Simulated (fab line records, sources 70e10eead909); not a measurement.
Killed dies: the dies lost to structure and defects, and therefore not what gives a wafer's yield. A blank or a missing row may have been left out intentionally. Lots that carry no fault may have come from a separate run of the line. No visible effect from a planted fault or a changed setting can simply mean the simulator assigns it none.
Chamber matching :: flow nand harc :: 4 sister chambers for NHARC_P_M0_ETCH_34 on rie diel-12
The step etches the open film in N2/H2, target depth 40 nm, overetch 12 nm, time 43.94 s. 18 wafers are shown with their chamber, then 9 later ones without.

WAFERS, EACH WITH ITS CHAMBER
wafer: L076.1
chamber: 2
showerhead plenum p Torr (Torr): 1.97
rf vpp V (V): 428.8
n2 flow sccm (sccm): 150.1

wafer: L076.2
chamber: 0
showerhead plenum p Torr (Torr): 1.90
rf vpp V (V): 428.2
n2 flow sccm (sccm): 149.9

wafer: L076.3
chamber: 3
showerhead plenum p Torr (Torr): 2.19
rf vpp V (V): 436.5
n2 flow sccm (sccm): 150.9

wafer: L078.2
chamber: 2
showerhead plenum p Torr (Torr): 1.97
rf vpp V (V): 428.2
n2 flow sccm (sccm): 150.3

wafer: L078.3
chamber: 3
showerhead plenum p Torr (Torr): 2.19
rf vpp V (V): 433.7
n2 flow sccm (sccm): 150.1

wafer: L078.5
chamber: 1
showerhead plenum p Torr (Torr): 2.04
rf vpp V (V): 431.6
n2 flow sccm (sccm): 150.5

wafer: L080.1
chamber: 0
showerhead plenum p Torr (Torr): 1.90
rf vpp V (V): 426.1
n2 flow sccm (sccm): 149.4

wafer: L080.2
chamber: 1
showerhead plenum p Torr (Torr): 2.04
rf vpp V (V): 431.5
n2 flow sccm (sccm): 150.3

wafer: L080.5
chamber: 3
showerhead plenum p Torr (Torr): 2.19
rf vpp V (V): 435.0
n2 flow sccm (sccm): 150.0

wafer: L086.2
chamber: 1
showerhead plenum p Torr (Torr): 2.03
rf vpp V (V): 430.0
n2 flow sccm (sccm): 150.0

wafer: L086.4
chamber: 2
showerhead plenum p Torr (Torr): 1.96
rf vpp V (V): 429.4
n2 flow sccm (sccm): 149.7

wafer: L086.5
chamber: 0
showerhead plenum p Torr (Torr): 1.89
rf vpp V (V): 425.5
n2 flow sccm (sccm): 150.1

wafer: L087.2
chamber: 1
showerhead plenum p Torr (Torr): 2.03
rf vpp V (V): 429.2
n2 flow sccm (sccm): 149.6

wafer: L087.3
chamber: 3
showerhead plenum p Torr (Torr): 2.18
rf vpp V (V): 434.4
n2 flow sccm (sccm): 150.1

wafer: L087.4
chamber: 0
showerhead plenum p Torr (Torr): 1.89
rf vpp V (V): 426.7
n2 flow sccm (sccm): 149.6

wafer: L091.1
chamber: 0
showerhead plenum p Torr (Torr): 1.89
rf vpp V (V): 427.0
n2 flow sccm (sccm): 150.3

wafer: L091.3
chamber: 2
showerhead plenum p Torr (Torr): 1.96
rf vpp V (V): 428.3
n2 flow sccm (sccm): 149.9

wafer: L091.4
chamber: 1
showerhead plenum p Torr (Torr): 2.03
rf vpp V (V): 430.9
n2 flow sccm (sccm): 149.3

SIGNATURES, as means of the wafers listed above
reading: showerhead plenum p Torr
chamber 0: 1.8940
chamber 1: 2.0340
chamber 2: 1.9650
chamber 3: 2.1875
scatter within a chamber: 0.00544

reading: rf vpp V
chamber 0: 426.700
chamber 1: 430.640
chamber 2: 428.675
chamber 3: 434.900
scatter within a chamber: 0.983

reading: n2 flow sccm
chamber 0: 149.860
chamber 1: 149.940
chamber 2: 150.000
chamber 3: 150.275
scatter within a chamber: 0.399
Rule: for a wafer and a chamber, the distance is found by dividing, reading by reading, the gap between the wafer's reading and the chamber's mean by the reading's scatter, squaring, summing and taking the root. The wafer belongs to the nearest chamber; if the next one is less than 2 further off, it can't be placed. The scatter: take each reading less its chamber's mean, square it, sum over the shown wafers, divide by the number of wafers less the number of chambers, and take the root.

WAFERS WITHOUT THEIR CHAMBER
wafer: L090.4
showerhead plenum p Torr (Torr): 2.18
rf vpp V (V): 433.5
n2 flow sccm (sccm): 150.3

wafer: L090.5
showerhead plenum p Torr (Torr): 1.96
rf vpp V (V): 429.1
n2 flow sccm (sccm): 149.8

wafer: L090.6
showerhead plenum p Torr (Torr): 2.03
rf vpp V (V): 430.3
n2 flow sccm (sccm): 149.0

wafer: L096.1
showerhead plenum p Torr (Torr): 1.95
rf vpp V (V): 428.4
n2 flow sccm (sccm): 150.2

wafer: L096.5
showerhead plenum p Torr (Torr): 2.02
rf vpp V (V): 431.0
n2 flow sccm (sccm): 150.1

wafer: L096.6
showerhead plenum p Torr (Torr): 1.88
rf vpp V (V): 426.9
n2 flow sccm (sccm): 150.2

wafer: L097.1
showerhead plenum p Torr (Torr): 1.95
rf vpp V (V): 428.5
n2 flow sccm (sccm): 150.4

wafer: L097.2
showerhead plenum p Torr (Torr): 2.02
rf vpp V (V): 430.7
n2 flow sccm (sccm): 150.3

wafer: L097.6
showerhead plenum p Torr (Torr): 2.17
rf vpp V (V): 435.2
n2 flow sccm (sccm): 149.6

WHICH CHAMBER EACH ONE RAN IN
wafer: L090.4
from the rows above: 3
in truth: 3

wafer: L090.5
from the rows above: 2
in truth: 2

wafer: L090.6
from the rows above: 1
in truth: 1

wafer: L096.1
from the rows above: 2
in truth: 2

wafer: L096.5
from the rows above: 1
in truth: 1

wafer: L096.6
from the rows above: 0
in truth: 0

wafer: L097.1
from the rows above: 2
in truth: 2

wafer: L097.2
from the rows above: 1
in truth: 1

wafer: L097.6
from the rows above: 3
in truth: 3
Correct placement for 9 of the 9. From these rows, 0 cannot be placed. Number placed wrongly: 0.
